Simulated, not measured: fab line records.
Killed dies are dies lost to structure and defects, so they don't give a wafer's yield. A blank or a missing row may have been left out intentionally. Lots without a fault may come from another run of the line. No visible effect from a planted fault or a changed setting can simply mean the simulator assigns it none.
Struck lot and sound lot, side by side    flow n5-finfet    15 out of 1938 route steps
Sound: wafers L276.1, L276.2, L276.5. Struck: wafer L279.4. The cause comes at the end.
For every step that has rows: the tool of each side, followed by ch and its chambers, followed by its first start. Under that, the readings that differ: sound wafers    struck wafers    difference of the means    sigmas: that difference in standard deviations of wafers without a fault.
alike: a reading whose means differ by less than 2 such deviations, as well as words and numbers matching on both sides. not compared: withheld readings; readings where some wafer has no value; bounds like >300 that might hide an equal value; numbers whose values overlap and for which the record gives no deviation.
A row with sigmas, a row that says differs or no value, or rows on one side alone: a step with any of these is where the two part. Non-overlapping numbers with no deviation appear without sigmas and do not part them. A reading missing from all wafers of one side parts the sides only when that side holds two or more wafers.

first, 4 steps without rows for these wafers: N5_HKMG_FIN_SOFTBAKE_07 (time 60 s); N5_HKMG_FIN_EXPOSE_09 (exposes mask NWFM); N5_HKMG_FIN_PEB_10 (peb time 60 s); N5_HKMG_FIN_DEVELOP_11 (develop time 30 s).
N5_HKMG_FIN_CD_MEAS_12: target cd 92.8 nm.
  sound on cd-sem-02 ch 0, day 5 13:05; struck on cd-sem-02 ch 0, day 6 08:14
  alike: cd-nm
N5_HKMG_FIN_OVL_MEAS_13:
  sound on overlay-01 ch 0, day 5 13:07; struck on overlay-02 ch 0, day 6 08:16
  alike: NWFM_OVL
N5_HKMG_FIN_INSPECT_14: inspects for defects (macro).
  struck on defect-inspect-02, day 6 08:17; sound on defect-inspect-02, day 5 13:08
  alike: raw-defect-count
N5_HKMG_FIN_DESCUM_17: chemistry O2, time 7.9 s.
  sound on rie-diel-05 ch 0,1,2, day 5 13:11; struck on rie-diel-04 ch 3, day 6 08:19
  alike: drypump-motor-current-A, oes-product-au, rf-vpp-V, showerhead-plenum-p-Torr, throttle-valve-pct
  not compared: rf-hours-counter-h
N5_HKMG_FIN_ETCH_31: etches SiARC in CF4, target depth 45.5 nm, time 75.8 s.
  sound on rie-diel-05 ch 0,1,2, day 5 13:13; struck on rie-diel-04 ch 3, day 6 08:21
reading       sound              struck  difference  sigmas
rf-vpp-V (V)  185.6 183.9 182.1  181.0   -2.9        -2
  alike: drypump-motor-current-A, etch-rf-on-time-s, oes-product-au, rf-fwd-power-W, showerhead-plenum-p-Torr, throttle-valve-pct
  not compared: rf-hours-counter-h
N5_HKMG_FIN_ETCH_32: etches SOC in N2/H2, target depth 240 nm, time 300 s.
  sound on rie-diel-05 ch 0,1,2, day 5 13:16; struck on rie-diel-04 ch 3, day 6 08:25
reading             sound              struck  difference  sigmas
rf-fwd-power-W (W)  834.6 840.3 837.9  842.8   +5.2        +2
  alike: drypump-motor-current-A, oes-product-au, rf-vpp-V, showerhead-plenum-p-Torr, throttle-valve-pct
  not compared: rf-hours-counter-h
then, 1 step without rows for these wafers: N5_HKMG_FIN_STRIP_33 (strips in N2/H2).
N5_HKMG_FIN_STRIP_34: strips in CF4.
  sound on rie-diel-05 ch 0,1,2, day 5 13:28; struck on rie-diel-04 ch 3, day 6 08:36
reading       sound              struck  difference  sigmas
rf-vpp-V (V)  270.3 273.9 269.1  267.6   -3.5        -2
  alike: drypump-motor-current-A, oes-product-au, showerhead-plenum-p-Torr, throttle-valve-pct
  not compared: rf-hours-counter-h
N5_HKMG_FIN_ETCH_35: etches SOC in N2/H2, target depth 215.8 nm, time 243.4 s.
  sound on rie-diel-05 ch 0,1,2, day 5 13:29; struck on rie-diel-04 ch 3, day 6 08:37
reading                                    sound              struck  difference  sigmas
rf-fwd-power-W (W)                         2999 2987 2998     2267    -728        -82
rf-vpp-V (V)                               142.3 141.2 138.5  155.1   +14.4       +13
model.etch.depth-nm (nm)                   217.8 218.3 211.8  166.4   -49.6       
model.SOC_of_HKMG_FIN_COAT_29.thk-nm (nm)  82.4 81.4 88.8     133.2   +49.0       
model.HKMG_FIN.feature-depth-nm (nm)       217.8 218.4 211.8  166.4   -49.6       
  alike: drypump-motor-current-A, oes-product-au, showerhead-plenum-p-Torr, throttle-valve-pct
  not compared: rf-hours-counter-h
N5_HKMG_FIN_STRIP_92: strips SOC in N2/H2, time 20 s.
  sound on rie-diel-05 ch 0,1,2, day 5 13:38; struck on rie-diel-04 ch 3, day 6 08:46
reading                                    sound       struck  difference  sigmas
model.SOC_of_HKMG_FIN_COAT_29.thk-nm (nm)  72 71.2 79  123.4   +49.3       
  alike: drypump-motor-current-A, oes-product-au, rf-vpp-V, showerhead-plenum-p-Torr, throttle-valve-pct
  not compared: rf-hours-counter-h
then, 1 step without rows for these wafers: N5_HKMG_FIN_WET_ETCH_18 (etches TiN in SC1, time 55 s, target depth 5.2 nm, rinse time 30 s).

== WHERE THEY PART ==
First at N5_HKMG_FIN_ETCH_31; last, within this record, at N5_HKMG_FIN_ETCH_35. Later steps at which nothing parts them and some readings are alike: N5_HKMG_FIN_STRIP_92.

WHY: what the simulator had put in
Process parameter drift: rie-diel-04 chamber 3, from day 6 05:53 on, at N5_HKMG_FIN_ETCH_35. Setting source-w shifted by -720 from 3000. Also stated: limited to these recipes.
